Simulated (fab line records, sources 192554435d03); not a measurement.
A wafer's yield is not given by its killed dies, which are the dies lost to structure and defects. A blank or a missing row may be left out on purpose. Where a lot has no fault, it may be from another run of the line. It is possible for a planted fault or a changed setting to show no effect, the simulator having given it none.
Matching of chambers || flow n5 finfet || N5_HKMG_FIN_NWFM_ALD_20 on ald metal-04 has 4 sister chambers
The step deposits TiAlC, target thk 2 nm, pulse time 3 s, purge time 2 s. 16 wafers are shown with their chamber, then 8 later ones without.

## EACH WAFER AND ITS CHAMBER
{"wafer": "L078.2", "chamber": 3, "heater power w (W)": 498, "chamber pressure Torr (Torr)": 3.001, "precursor pulse height rel": 1.023}
{"wafer": "L078.4", "chamber": 0, "heater power w (W)": 479, "chamber pressure Torr (Torr)": 2.989, "precursor pulse height rel": 1.007}
{"wafer": "L078.5", "chamber": 0, "heater power w (W)": 465, "chamber pressure Torr (Torr)": 3.004, "precursor pulse height rel": 0.977}
{"wafer": "L080.2", "chamber": 0, "heater power w (W)": 462, "chamber pressure Torr (Torr)": 3.002, "precursor pulse height rel": 0.967}
{"wafer": "L080.4", "chamber": 2, "heater power w (W)": 491, "chamber pressure Torr (Torr)": 2.992, "precursor pulse height rel": 0.962}
{"wafer": "L080.5", "chamber": 3, "heater power w (W)": 514, "chamber pressure Torr (Torr)": 3.010, "precursor pulse height rel": 1.005}
{"wafer": "L083.1", "chamber": 1, "heater power w (W)": 511, "chamber pressure Torr (Torr)": 3.006, "precursor pulse height rel": 0.975}
{"wafer": "L083.5", "chamber": 2, "heater power w (W)": 492, "chamber pressure Torr (Torr)": 3.011, "precursor pulse height rel": 1.013}
{"wafer": "L083.6", "chamber": 1, "heater power w (W)": 521, "chamber pressure Torr (Torr)": 2.999, "precursor pulse height rel": 0.969}
{"wafer": "L085.3", "chamber": 3, "heater power w (W)": 507, "chamber pressure Torr (Torr)": 3.001, "precursor pulse height rel": 0.984}
{"wafer": "L085.5", "chamber": 0, "heater power w (W)": 469, "chamber pressure Torr (Torr)": 2.992, "precursor pulse height rel": 0.976}
{"wafer": "L085.6", "chamber": 3, "heater power w (W)": 508, "chamber pressure Torr (Torr)": 2.997, "precursor pulse height rel": 1.004}
{"wafer": "L089.1", "chamber": 0, "heater power w (W)": 464, "chamber pressure Torr (Torr)": 2.995, "precursor pulse height rel": 0.990}
{"wafer": "L089.5", "chamber": 1, "heater power w (W)": 505, "chamber pressure Torr (Torr)": 3.015, "precursor pulse height rel": 0.994}
{"wafer": "L089.6", "chamber": 0, "heater power w (W)": 471, "chamber pressure Torr (Torr)": 2.985, "precursor pulse height rel": 0.986}
{"wafer": "L091.3", "chamber": 2, "heater power w (W)": 493, "chamber pressure Torr (Torr)": 3.011, "precursor pulse height rel": 0.981}

SIGNATURES, as means of the wafers listed above
{"reading": "heater power w", "chamber 0": 468.33, "chamber 1": 512.33, "chamber 2": 492.00, "chamber 3": 506.75, "scatter within a chamber": 6.16}
{"reading": "chamber pressure Torr", "chamber 0": 2.99450, "chamber 1": 3.00667, "chamber 2": 3.00467, "chamber 3": 3.00225, "scatter within a chamber": 0.00782}
{"reading": "precursor pulse height rel", "chamber 0": 0.98383, "chamber 1": 0.97933, "chamber 2": 0.98533, "chamber 3": 1.00400, "scatter within a chamber": 0.0168}
Rule: distance of a wafer from a chamber = root of the sum over the readings of ((wafer's reading minus chamber's mean) / reading's scatter) squared. If the next closest chamber is less than 2 further off than the closest, the wafer can't be placed; otherwise it belongs to the closest. The scatter is the square root of a quotient: the sum, over the shown wafers, of each reading's squared deviation from its chamber's mean, divided by wafers minus chambers.

## WAFERS WITHOUT THEIR CHAMBER
{"wafer": "L091.4", "heater power w (W)": 521, "chamber pressure Torr (Torr)": 3.000, "precursor pulse height rel": 1.016}
{"wafer": "L091.6", "heater power w (W)": 507, "chamber pressure Torr (Torr)": 2.996, "precursor pulse height rel": 1.021}
{"wafer": "L094.1", "heater power w (W)": 501, "chamber pressure Torr (Torr)": 3.010, "precursor pulse height rel": 0.998}
{"wafer": "L094.5", "heater power w (W)": 508, "chamber pressure Torr (Torr)": 2.993, "precursor pulse height rel": 1.018}
{"wafer": "L094.6", "heater power w (W)": 465, "chamber pressure Torr (Torr)": 2.995, "precursor pulse height rel": 1.023}
{"wafer": "L095.2", "heater power w (W)": 469, "chamber pressure Torr (Torr)": 3.000, "precursor pulse height rel": 0.986}
{"wafer": "L095.4", "heater power w (W)": 487, "chamber pressure Torr (Torr)": 2.992, "precursor pulse height rel": 0.997}
{"wafer": "L095.6", "heater power w (W)": 503, "chamber pressure Torr (Torr)": 2.991, "precursor pulse height rel": 0.985}

## CHAMBER TAKEN BY EACH
{"wafer": "L091.4", "from the rows above": "can't be placed: 3 or 1", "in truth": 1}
{"wafer": "L091.6", "from the rows above": "can't be placed: 3 or 1", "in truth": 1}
{"wafer": "L094.1", "from the rows above": "can't be placed: 3 or 2 or 1", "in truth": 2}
{"wafer": "L094.5", "from the rows above": "can't be placed: 3 or 1", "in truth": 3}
{"wafer": "L094.6", "from the rows above": 0, "in truth": 0}
{"wafer": "L095.2", "from the rows above": 0, "in truth": 0}
{"wafer": "L095.4", "from the rows above": "can't be placed: 2 or 0 or 3", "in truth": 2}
{"wafer": "L095.6", "from the rows above": "can't be placed: 3 or 2 or 1", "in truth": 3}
Placed correctly: 2 of 8. Not placeable from these rows: 6 (in 6, the candidates include the true chamber). Number placed wrongly: 0.
